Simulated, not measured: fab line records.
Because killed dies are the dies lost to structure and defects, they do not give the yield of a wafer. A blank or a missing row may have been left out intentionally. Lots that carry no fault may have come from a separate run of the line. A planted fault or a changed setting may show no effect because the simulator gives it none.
Matching of chambers + flow nandHarc + NHARC_A_STAIRCASE_ETCH_292 on rieDiel-11: 4 sister chambers
The step etches the open film in CF4/CHF3. 4 wafers are shown with their chamber, then 9 later ones without.

== WAFERS WITH THEIR CHAMBER ==
| wafer  | chamber | drypumpMotorCurrentA (A) |
|--------|---------|--------------------------|
| L082.5 | 1       | 6.1                      |
| L083.1 | 3       | 5.9                      |
| L083.4 | 2       | 5.4                      |
| L083.6 | 0       | 6.3                      |

== WAFERS WITHOUT THEIR CHAMBER ==
| wafer  | drypumpMotorCurrentA (A) |
|--------|--------------------------|
| L088.1 | 5.9                      |
| L088.4 | 6.1                      |
| L088.5 | 5.5                      |
| L091.2 | 6.2                      |
| L091.5 | 6.1                      |
| L091.6 | 6.3                      |
| L097.1 | 5.5                      |
| L097.3 | 6.1                      |
| L097.4 | 5.8                      |

== WHICH CHAMBER EACH WENT THROUGH ==
| wafer  | from the rows above     | in truth |
|--------|-------------------------|----------|
| L088.1 | 3                       | 3        |
| L088.4 | 1                       | 1        |
| L088.5 | 2                       | 2        |
| L091.2 | can't be placed: 0 or 1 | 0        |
| L091.5 | 1                       | 1        |
| L091.6 | 0                       | 0        |
| L097.1 | 2                       | 2        |
| L097.3 | 1                       | 1        |
| L097.4 | 3                       | 3        |
Correctly placed: 8 of 9. These rows do not allow placing 1 (true chamber among the candidates in 1). 0 placed wrongly.
How it was worked out, from the rows above alone: a wafer's distance from a chamber is the root of the sum, over the readings, of the square of ((its reading less the chamber's mean) divided by the reading's scatter). The wafer belongs to the nearest chamber; if the next one is less than 2 further off, it can't be placed. For every chamber, the mean is computed from those of its wafers that are shown. The scatter: with one shown wafer a chamber, the root of the mean of the squares of how far each hidden wafer lies from its nearest shown one.
